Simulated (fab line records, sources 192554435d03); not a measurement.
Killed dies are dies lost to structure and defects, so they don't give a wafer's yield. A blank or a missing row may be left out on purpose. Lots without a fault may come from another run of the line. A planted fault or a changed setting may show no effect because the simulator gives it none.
fab line records | flow n5_finfet
record lots=4 wafers=12 last_day=18
route steps=1938 shown DUMMY_GATE@256 SPACER0@258 SD_EPI_N@262 BEOL_M4@1111 PASSIVATION@1936
lots that met no fault: from a run of the same line without faults
start_h: hours from the record's first day to the start of the lot's first wafer shown | wait_h: hours since the lot's step before | " the same as in the row above | L1.1+2: a row that stands for several wafers | - no value, or no start given | * or withheld: withheld | < > ~ a bound
route shown NAME@n: a module of which the file shows steps, and the number in the route of the first | usual: mean/standard deviation of fault-free wafers | same: alike in all rows | chamber/n: place in a boat | sites: the reading at each site | _std_site: their standard deviation | _edge_site: outer sites' mean less inner sites' | radius_mm: how far each site lies from the wafer's centre | mask NAME#n: copy n | behind: the tool/chamber that last shaped the wafer | hold: why the lot was held/for how many hours/how that ended | device: the transistor (n, p or np) that didn't switch | end of line: the same wafers' tests at the end of the route | a step without rows: its recipe alone | killed: dies lost to structure and defects at the first sort, not the wafer's yield | map: a wafer's dies, x killed, . not, _ none there
set.NAME: the setting as run; set.NAME@STEP: as run at that earlier step | model.NAME: the simulator's own value behind a step, which no gauge read
lots at some steps of the route; a table a step, a row a wafer
services: from which hour (start_h, from the record's first day; less than 0 if before it) a tool's chamber was out of use, for how many hours, and why
## steps
# step N5_DUMMY_GATE_UV_OZONE_45
# recipe time_s=120 pressure_torr=760 temp_c=25
# step N5_SPACER0_ALD_07
# recipe material=SiNx target_thk_a=20 temp_c=400 ald_precursor_family=SiH2I2 ald_co_reactant=N2/H2-plasma pressure_torr=2
# step N5_SPACER0_ALD_00
# recipe material=SiOCN target_thk_a=35 temp_c=400 ald_precursor_family=alkyl-aminosilane ald_co_reactant=O2/N2-plasma pulse_time_s=3 purge_time_s=2 co_reactant_purge_time_s=2 ald_cycles=58 pressure_torr=2
# step N5_SPACER0_ALD_08
# recipe material=SiNx target_thk_a=20 temp_c=400 ald_precursor_family=SiH2I2 ald_co_reactant=N2/H2-plasma pressure_torr=2
# step N5_SD_EPI_N_COAT_32
# recipe resist=SOC temp_c=250 time_s=60 spin_rpm=1500 resist_thk_nm=350
# step N5_SD_EPI_N_COAT_33
# recipe resist=SiARC temp_c=220 time_s=60 spin_rpm=1500 resist_thk_nm=35
# step N5_SD_EPI_N_COAT_03
# recipe resist=CAR-ArF-block spin_rpm=1500 resist_thk_nm=150
# step N5_SD_EPI_N_EBR_05
# recipe solvent=PGMEA ebr_width_mm=1.5
# step N5_SD_EPI_N_SOFTBAKE_04
# recipe temp_c=110 time_s=60 resist=CAR-ArF-block
# step N5_SD_EPI_N_EXPOSE_06
# recipe mask_id=SD_N_BLK na=1.35 source_shape=conventional sigma_outer=0.8 polarization=unpolarized target_cd_nm=120 dose_mj=39.75
# step N5_SD_EPI_N_PEB_07
# recipe peb_temp_c=110 peb_time_s=60 resist=CAR-ArF-block
# usual chill_plate_temp_C=23.03/0.11 heater_power_total_W=175.1/1.6
# columns lot.wafer tool chamber start_h wait_h chill_plate_temp_C heater_power_total_W
L426.1 litho_track-03 0 83.56 0.1 22.93 176.2
L426.4 " 0 " " 22.88 175.6
L426.5 " 0 " " 23.01 175.8
L435.1 litho_track-03 0 138.20 0.1 22.98 207.3
L435.2 " 0 " " 23.07 209.9
L435.3 " 0 " " 22.78 207.5
L436.2 litho_track-03 0 149.29 0.0 23.05 207.5
L436.4 " 0 " " 22.98 213.2
L436.6 " 0 " " 23.17 207.3
L441.2 litho_track-01 0 176.09 0.0 22.96 175.6
L441.3 " 0 " " 22.95 173.0
L441.6 " 0 " " 22.86 177.2
# step N5_SD_EPI_N_DEVELOP_08
# recipe develop_time_s=30 developer=TMAH resist=CAR-ArF-block dev_temp_c=23 rinse_liquid=diw dry=air_spin
# step N5_SD_EPI_N_CD_MEAS_09
# recipe target_cd_nm=120 landing_energy_ev=500 detector=se_inlens
# usual cd_nm=120.0/0.61
# columns lot.wafer tool chamber start_h wait_h cd_nm
L426.1 cd_sem-01 0 83.63 - 120.1
L426.4 " 0 " " 119.1
L426.5 " 0 " " 120.4
L435.1 cd_sem-03 0 138.27 - 109.6
L435.2 " 0 " " 109.5
L435.3 " 0 " " 108.5
L436.2 cd_sem-02 0 149.35 - 111.1
L436.4 " 0 " " 111.3
L436.6 " 0 " " 111.0
L441.2 cd_sem-01 0 176.16 - 119.4
L441.3 " 0 " " 120.4
L441.6 " 0 " " 119.6
# step N5_SD_EPI_N_DESCUM_14
# recipe chemistry=O2 time_s=7.9 source_power_w=50 bias_power_w=20 pressure_mtorr=20 rf_frequency_hz=2.712e+07 temp_c=40 resist=CAR-ArF-block o2_flow_sccm=225
# usual drypump_motor_current_A=5.6/0.56 oes_product_au=0.75/0.071 rf_vpp_V=242.7/1.3 showerhead_plenum_p_Torr=2.06/0.062 throttle_valve_pct=20.43/0.23
# columns lot.wafer tool chamber start_h wait_h drypump_motor_current_A oes_product_au rf_hours_counter_h rf_vpp_V showerhead_plenum_p_Torr throttle_valve_pct model.SD_EPI_N.cd_nm
L426.1 rie_diel-06 3 83.72 0.0 5.4 0.71 183 241.5 1.98 20.46 120.2
L426.4 " 1 " " 4.9 0.79 - 243.1 2.03 20.79 119.4
L426.5 " 3 " " 5.4 0.71 - 242.2 1.98 20.46 120
L435.1 rie_diel-05 1 138.38 0.1 5.7 0.71 232 243.8 2.06 20.53 109.2
L435.2 " 0 " " 6.1 0.91 34 243.6 2.06 20.13 109.4
L435.3 " 3 " " 6.1 0.72 193 243.9 2.15 20.63 108.4
L436.2 rie_diel-06 0 149.84 0.4 5.6 0.78 154 242.4 2.09 20.40 110.8
L436.4 " 3 " " 5.4 0.69 208 241.9 1.97 20.50 111.2
L436.6 " 2 " " 6.6 0.69 - 242.5 1.97 20.35 111.4
L441.2 rie_diel-05 2 176.25 0.0 5.5 0.66 242 244.7 2.15 20.26 119.2
L441.3 " 3 " " 6.1 0.71 198 244.2 2.14 20.64 120
L441.6 " 3 " " 6.1 0.72 - 244.4 2.14 20.64 119.4
# step N5_SD_EPI_N_ETCH_34
# recipe chemistry=CF4 target=SiARC target_depth_a=455 mask_material=CAR-ArF-block time_s=75.8 ion_energy_ev=80 pressure_mtorr=40 source_w=545 bias_w=36 Ar_flow_sccm=100 cf4_flow_sccm=100 ends=cleared
# step N5_SD_EPI_N_ETCH_35
# recipe chemistry=N2/H2 target=SOC overetch_a=1080 mask_material=SiARC temp_c=40 ion_energy_ev=100 source_w=3000 bias_w=133 pressure_mtorr=20 time_s=486 n2_flow_sccm=200 h2_flow_sccm=200
# step N5_SD_EPI_N_STRIP_36
# recipe chemistry=N2/H2 temp_c=40 n2_flow_sccm=200 h2_flow_sccm=200 rf_frequency_hz=6e+07
# step N5_SD_EPI_N_ETCHBACK_44
# recipe chemistry=CH3F/O2 mode=anisotropic_etchback target=SiNx target_depth_a=145 stop_on=SiO2 over_etch_frac=0.3 ion_energy_ev=120 pressure_mtorr=30 source_w=395 bias_w=73 Ar_flow_sccm=150 CH3F_flow_sccm=30 O2_flow_sccm=20
# step N5_SD_EPI_N_ETCH_45
# recipe chemistry=CH3F/O2 target=SiOCN target_depth_a=60 mask_material=SOC ion_energy_ev=60 bias_w=29 pressure_mtorr=15 source_w=410 Ar_flow_sccm=150 CH3F_flow_sccm=30 O2_flow_sccm=20
# step N5_SD_EPI_N_ETCH_16
# recipe chemistry=CHF3/O2 target=SiO2 target_depth_a=50 mask_material=SOC pressure_mtorr=30 source_w=650 bias_w=170 Ar_flow_sccm=200 CHF3_flow_sccm=50 O2_flow_sccm=5 ion_energy_ev=200
# step N5_SD_EPI_N_STRIP_47
# recipe chemistry=CHF3/O2 resist=SiARC rf_frequency_hz=6e+07
# step N5_SD_EPI_N_SD_RECESS_17
# recipe chemistry=HBr/Cl2/O2 target_depth_a=410 mask_material=SOC time_s=23.7 bt_time_s=3 pressure_mtorr=10 icp_w=800 bias_w=112 HBr_flow_sccm=150 Cl2_flow_sccm=80 O2_flow_sccm=12
# usual drypump_motor_current_A=5.6/0.47 he_backside_leak_sccm=2.67/0.28 oes_product_au=1.004/0.018 throttle_valve_pct=37.0/0.34
# columns lot.wafer tool chamber start_h wait_h drypump_motor_current_A he_backside_leak_sccm oes_product_au rf_hours_counter_h throttle_valve_pct model.SD_EPI_N.cd_nm
L426.1 rie_si-04 1 84.40 0.0 5.1 2.39 1.006 9 36.7 119.6
L426.4 " 1 " " 5.1 2.46 1.007 - 36.7 121
L426.5 " 2 " " 5.2 2.49 0.983 - 36.7 118.8
L435.1 rie_si-01 2 139.07 0.0 5.3 2.93 1.001 38 37.5 108.6
L435.2 " 3 " " 4.8 2.79 0.972 92 37.1 110.6
L435.3 " 1 " " 5.8 2.64 1.033 150 37.0 109
L436.2 rie_si-01 2 150.53 0.0 5.3 2.97 1.008 39 37.5 110.2
L436.4 " 0 " " 6.3 2.80 1.011 35 37.0 108.4
L436.6 " 1 " " 5.8 2.55 1.028 - 37.0 110.8
L441.2 rie_si-04 0 176.94 0.0 5.9 2.62 1.021 77 37.3 118
L441.3 " 3 " " 5.3 3.16 0.999 182 36.4 120.2
L441.6 " 2 " " 5.2 2.40 0.985 - 36.7 118.4
# step N5_SD_EPI_N_STRIP_38
# recipe chemistry=N2/H2 power_w=1000 temp_c=250 h2_frac=0.65 overash_fraction=0.3 pressure_mtorr=withheld n2_flow_sccm=1750 h2_flow_sccm=3250
# step N5_BEOL_M4_RC_MEAS_101
# usual DIBL_N=36.0/1.8 DIBL_P=36.3/2.4 IOFF_N=0.16/0.035 IOFF_P=0.21/0.036 ION_N=673/13 ION_P=461/7.2 SS_N=71.4/0.6 SS_P=73.2/0.7 VT_N=250/4 VT_P=-250.9/2.9
# columns lot.wafer tool chamber start_h wait_h DIBL_N[mV/V] DIBL_P[mV/V] IOFF_N[nA/um] IOFF_P[nA/um] ION_N[uA/um] ION_P[uA/um] SS_N[mV/dec] SS_P[mV/dec] VT_N[mV] VT_P[mV]
L426.1 prober-01 0 215.04 0.0 35.6 36.2 0.14 0.18 672 458 71.8 73.1 251 -252.8
L426.4 " 0 " " 35.2 36.3 0.15 0.19 679 463 71.1 74.0 253 -249.2
L426.5 " 0 " " 36.9 38.8 0.17 0.23 680 467 72.2 74.6 248 -252.6
L435.1 prober-02 0 264.36 0.0 37.3 38.8 0.17 0.20 677 458 72.3 73.8 251 -254.0
L435.2 " 0 " " 35.2 36.0 0.12 0.17 658 449 70.8 72.9 256 -258.4
L435.3 " 0 " " 34.2 34.1 0.12 0.15 660 448 70.7 72.3 258 -256.6
L436.2 prober-01 0 276.11 0.2 37.0 36.1 0.16 0.20 670 454 71.7 73.3 252 -253.1
L436.4 " 0 " " 33.8 33.0 0.12 0.16 660 458 70.5 72.4 256 -254.9
L436.6 " 0 " " 32.8 30.6 0.10 0.13 646 442 69.7 71.9 260 -255.0
L441.2 prober-01 0 316.53 0.2 37.0 35.1 0.16 0.21 658 455 71.8 73.0 250 -250.3
L441.3 " 0 " " 33.7 31.9 0.10 0.16 652 455 70.8 72.6 256 -254.5
L441.6 " 0 " " 34.6 33.9 0.11 0.18 654 457 71.3 73.2 254 -254.1
# step N5_PASSIVATION_PROBE_49
# usual defect_limited_yield=91.2/1.4 killed_at_M0_to_M3=35/11 killed_at_M4_up=14/5.6 killed_at_contacts=12/5.6 killed_at_front_end=38/11 killed_at_other=4/3.4 killed_dies=103/17 killed_open=68/12 killed_short=33/8.8 sort_bin_5_function=5.1/0.89 sort_bin_6_memory=3.3/0.71 sort_n_pass=1077/17 sort_yield_pct=91.2/1.4
# same gross_dies=1180 killed_at_back_side=0 sort_bin_4_leakage[%]=0 sort_bin_8_speed[%]=0
# columns lot.wafer tool chamber start_h wait_h defect_limited_yield[%] killed_at_M0_to_M3 killed_at_M4_up killed_at_contacts killed_at_front_end killed_at_other killed_dies killed_open killed_short sort_bin_5_function[%] sort_bin_6_memory[%] sort_n_pass sort_yield_pct[%]
L435.1 prober-01 - 374.63 0.0 91.8 32 14 15 34 2 97 55 31 4.8 3.2 1083 91.8
L435.2 prober-01 - 374.68 0.1 92.6 18 13 14 40 2 87 59 25 4.4 2.7 1093 92.6
L435.3 prober-01 - 374.73 0.1 91.6 30 11 15 38 5 99 60 30 5.5 2.5 1081 91.6
L436.2 prober-01 - 391.01 0.1 91.1 33 17 15 38 2 105 67 35 5.3 3.3 1075 91.1
L436.4 prober-01 - 391.11 0.2 90.0 24 19 18 53 4 118 82 26 5.8 3.8 1062 90.0
L441.2 prober-02 - 425.35 0.1 92.8 40 11 5 26 3 85 58 24 4.3 2.5 1095 92.8
L441.3 prober-02 - 425.40 0.1 90.3 41 20 14 34 5 114 73 37 6.3 2.9 1066 90.3
L441.6 prober-02 - 425.55 0.3 91.1 37 8 6 49 5 105 68 35 5.4 3.2 1075 91.1
# killed by level:class
L435.1 MOL_CONTACT_COAG:geometric_particle:open=13 SD_EPI_N:area_peb=10 BEOL_M2:geometric_particle:open=9 BEOL_M2:geometric_particle:short=9 BEOL_M4:geometric_particle:open=7 BEOL_M3:geometric_particle:open=5 ILD0:geometric_particle:open=4 BEOL_M0_SAQP:geometric_particle:short=4
L435.2 MOL_CONTACT_COAG:geometric_particle:open=12 STI_FIN_REVEAL:geometric_particle:open=9 DUMMY_GATE:geometric_particle:open=7 BEOL_M1:geometric_particle:open=6 GATE_CUT:geometric_particle:short=5 BEOL_M0_SAQP:geometric_particle:open=5 BEOL_M4:geometric_particle:short=4 STARTING-WAFER:geometric_particle:short=4
L435.3 BEOL_M1:geometric_particle:open=14 MOL_CONTACT_COAG:geometric_particle:open=13 SD_EPI_N:area_peb=8 GATE_CUT:geometric_particle:short=5 BEOL_M4:geometric_particle:open=5 STARTING-WAFER:geometric_particle:short=5 BEOL_M0_SAQP:geometric_particle:open=4 STI_FIN_REVEAL:geometric_particle:open=3
L436.2 MOL_CONTACT_COAG:geometric_particle:open=13 BEOL_M0_SAQP:geometric_particle:short=12 FIN_SAQP:geometric_particle:open=10 BEOL_M0_SAQP:geometric_particle:open=10 BEOL_M4:geometric_particle:short=9 BEOL_M3:geometric_particle:open=8 DUMMY_GATE:geometric_particle:open=7 GATE_CUT:geometric_particle:short=5
L436.4 FIN_SAQP:geometric_particle:open=24 MOL_CONTACT_COAG:geometric_particle:open=15 BEOL_M0_SAQP:geometric_particle:open=10 FIN_SAQP:geometric_particle:short=8 SD_EPI_N:area_peb=6 BEOL_M4:geometric_particle:open=5 BEOL_M0_SAQP:geometric_particle:short=5 DUMMY_GATE:geometric_particle:open=4
L441.2 BEOL_M0_SAQP:geometric_particle:open=13 BEOL_M1:geometric_particle:open=9 BEOL_M0_SAQP:geometric_particle:short=8 BEOL_M2:geometric_particle:open=7 BEOL_M4:geometric_particle:open=7 FIN_SAQP:geometric_particle:short=5 FIN_SAQP:geometric_particle:open=3 STI_FIN_REVEAL:geometric_particle:open=3
L441.3 BEOL_M2:geometric_particle:open=13 MOL_CONTACT_COAG:geometric_particle:open=12 BEOL_M0_SAQP:geometric_particle:short=11 FIN_SAQP:geometric_particle:open=8 BEOL_M3:geometric_particle:open=7 BEOL_M4:geometric_particle:open=6 FIN_SAQP:geometric_particle:short=5 STI_FIN_REVEAL:geometric_particle:open=5
L441.6 FIN_SAQP:geometric_particle:short=11 FIN_SAQP:geometric_particle:open=8 BEOL_M0_SAQP:geometric_particle:short=7 BEOL_M2:geometric_particle:open=7 BEOL_M3:geometric_particle:open=7 BEOL_M4:geometric_particle:open=6 ILD0:geometric_particle:short=6 MOL_CONTACT_COAG:geometric_particle:open=6
## services
# columns tool chamber start_h hours kind
rie_si-04 0 78.27 18.3 repair
rie_diel-06 0 82.08 7.0 repair
rie_si-01 0 90.11 5.1 repair
rie_si-01 3 125.67 4.9 repair
rie_diel-05 - 147.49 16.3 repair
litho_track-03 - 176.23 - consumable_replace:filter
## key
first_sign step=N5_SD_EPI_N_PEB_07 reading=heater_power_total_W direction=up sigmas=21 usual=* struck=*
effect step=N5_SD_EPI_N_CD_MEAS_09 reading=cd_nm direction=down sigmas=16 usual=120.0 struck=110.2 through=control_loop
model_effect step=N5_SD_EPI_N_DESCUM_14 value=SD_EPI_N.cd_nm without=119.8 struck=110.1
model_effect step=N5_SD_EPI_N_SD_RECESS_17 value=SD_EPI_N.cd_nm without=119.4 struck=109.6
met_at N5_SD_EPI_N_PEB_07
struck_wafers L435.1,L435.2,L435.3,L436.2,L436.4,L436.6
loop_trim step=N5_SD_EPI_N_EXPOSE_06 setting=dose lots=L436
onset_between 83.56 138.20
fault kind=process_parameter_drift tool=litho_track-03 chamber=- onset_h=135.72 steps=N5_SD_EPI_N_PEB_07 channel=peb_time_s offset=* shape=step end_h=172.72 acts_in=* stated=*
# loop_trim: a control loop set the setting to another value than it would have without faults
